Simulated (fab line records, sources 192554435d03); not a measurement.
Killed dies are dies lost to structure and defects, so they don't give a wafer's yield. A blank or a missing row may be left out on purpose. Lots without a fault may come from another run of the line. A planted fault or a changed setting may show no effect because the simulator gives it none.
Split-lot experiment | flow n5_finfet | 7 lots, 21 wafers read, on a route of 1938 steps

THE SPLIT
At N5_MOL_CONTACT_COAG_ALD_123 (deposits SiNx, target thk 5 nm, pulse time 1 s, purge time 2 s), the setting ald_cycles was moved away from the recipe's 100 on 7 of the 21 wafers read, by -16.0% to +14.0%. The other wafers ran this setting at the recipe's value.

FROM THE SPLIT TO THE READING: what the file shows between them, 4 steps
- N5_MOL_CONTACT_COAG_PECVD_31: deposits SiO2 from TEOS/O2, target thk 46 nm, time 8.9 s
- N5_MOL_CONTACT_COAG_COAT_75: time 60 s, resist thk 60 nm
- N5_MOL_CONTACT_COAG_STRIP_120: strips in CHF3
- N5_MOL_CONTACT_COAG_VIA_ETCH_117: etches SiO2 in C4F6/O2, target depth 40 nm, overetch 8 nm, time 26 s

THE READING
etch.depth_nm (the simulator's own value, which no gauge read), in nm, at N5_MOL_CONTACT_COAG_ETCH_124 (etches SiNx in CH3F/O2, stops on SiOC, target depth 6.5 nm). The file gives no usual value for it. The 14 wafers here that ran the recipe average 5.001 nm, standard deviation 0.026 nm.

wafer  | tool, chamber at the split | ald_cycles as run | against the recipe | etch.depth_nm, nm | against lot-mates on the recipe
L075.3 | ald_sin-03, 0              | 100               | recipe             | 4.988             | -
L075.4 | ald_sin-03, 3,1            | 92                | -8.0%              | 4.583             | -0.405
L075.5 | ald_sin-03, 3,1            | 92                | -8.0%              | 4.556             | -0.432
L077.1 | ald_sin-03, 1,2,1          | 100               | recipe             | 4.978             | -
L077.3 | ald_sin-03, 1,2,1          | 100               | recipe             | 5.058             | -
L077.5 | ald_sin-03, 1,2,1          | 100               | recipe             | 5.011             | -
L080.1 | ald_sin-01, 1              | 84                | -16.0%             | 4.182             | -0.774
L080.3 | ald_sin-01, 0              | 100               | recipe             | 4.954             | -
L080.4 | ald_sin-01, 0              | 100               | recipe             | 4.959             | -
L082.3 | ald_sin-04, 1              | 100               | recipe             | 5.005             | -
L082.4 | ald_sin-04, 1              | 100               | recipe             | 5.022             | -
L082.5 | ald_sin-04, 2              | 114               | +14.0%             | 5.73              | +0.716
L087.4 | ald_sin-04, 2,0            | 100               | recipe             | 5.015             | -
L087.5 | ald_sin-04, 2,0            | 100               | recipe             | 4.998             | -
L087.6 | ald_sin-04, 3              | 92                | -8.0%              | 4.607             | -0.399
L090.3 | ald_sin-04, 3              | 107               | +7.0%              | 5.345             | +0.333
L090.4 | ald_sin-04, 2              | 100               | recipe             | 5.012             | -
L090.6 | ald_sin-04, 3              | 107               | +7.0%              | 5.356             | +0.344
L091.2 | ald_sin-01, 2,0,1          | 100               | recipe             | 5.016             | -
L091.3 | ald_sin-01, 2,0,1          | 100               | recipe             | 4.992             | -
L091.4 | ald_sin-01, 2,0,1          | 100               | recipe             | 5.008             | -
Where a row lists several chambers, the file gives one row for several wafers and doesn't say which wafer went through which chamber.

THE FIT
A straight line over all 21 wafers: etch.depth_nm changes by +0.0515 nm for each +1% of ald_cycles; r = +1.00; the points scatter about the line by 0.024 nm.
The same after taking each lot's own level away (the mean of its wafers on the recipe; 21 wafers): +0.0499 nm for each +1%; r = +1.00; scatter 0.018 nm.
On that fit, the largest move of ald_cycles shifts the reading by 0.8 nm.
The lots' own levels span 4.9565 to 5.0157 nm, that is 2.3 times the standard deviation above.
So the lot-to-lot level changes the slope little: the two slopes agree.
Check: with one of the wafers moved furthest among these (-16.0%) left out of the fit, the line predicts -0.815 nm for it against its lot-mates. It came out at -0.774 nm against them.

OTHER SPLITS ON THESE WAFERS
These wafers also went through other splits before the reading. Each is held against what the fit with the lots' levels taken away leaves over:
other split on the same wafers        | wafers away from the commonest value | r with etch.depth_nm (lot level and that fit taken away)
N5_MOL_CONTACT_COAG_EXPOSE_05 dose_mj | 7                                    | +0.16

THE WHOLE CHAIN: every reading that the file lists as answering this split, in the file's order
step                         | what it does                                                   | reading                                                                                  | change (the file's fit)                | r (the file's)
N5_MOL_CONTACT_COAG_ALD_123  | deposits SiNx, target thk 5 nm, pulse time 1 s, purge time 2 s | SiNx_of_MOL_CONTACT_COAG_ALD_123.thk_nm (the simulator's own value, which no gauge read) | +0.0528 nm for each +1% of the setting | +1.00
N5_MOL_CONTACT_COAG_ETCH_124 | etches SiNx in CH3F/O2, stops on SiOC, target depth 6.5 nm     | etch.depth_nm (the simulator's own value, which no gauge read)                           | +0.0498 nm for each +1% of the setting | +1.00

THE FILE'S OWN FIT
etch.depth_nm changes by +0.0498 nm for each +1% of ald_cycles, r = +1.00.
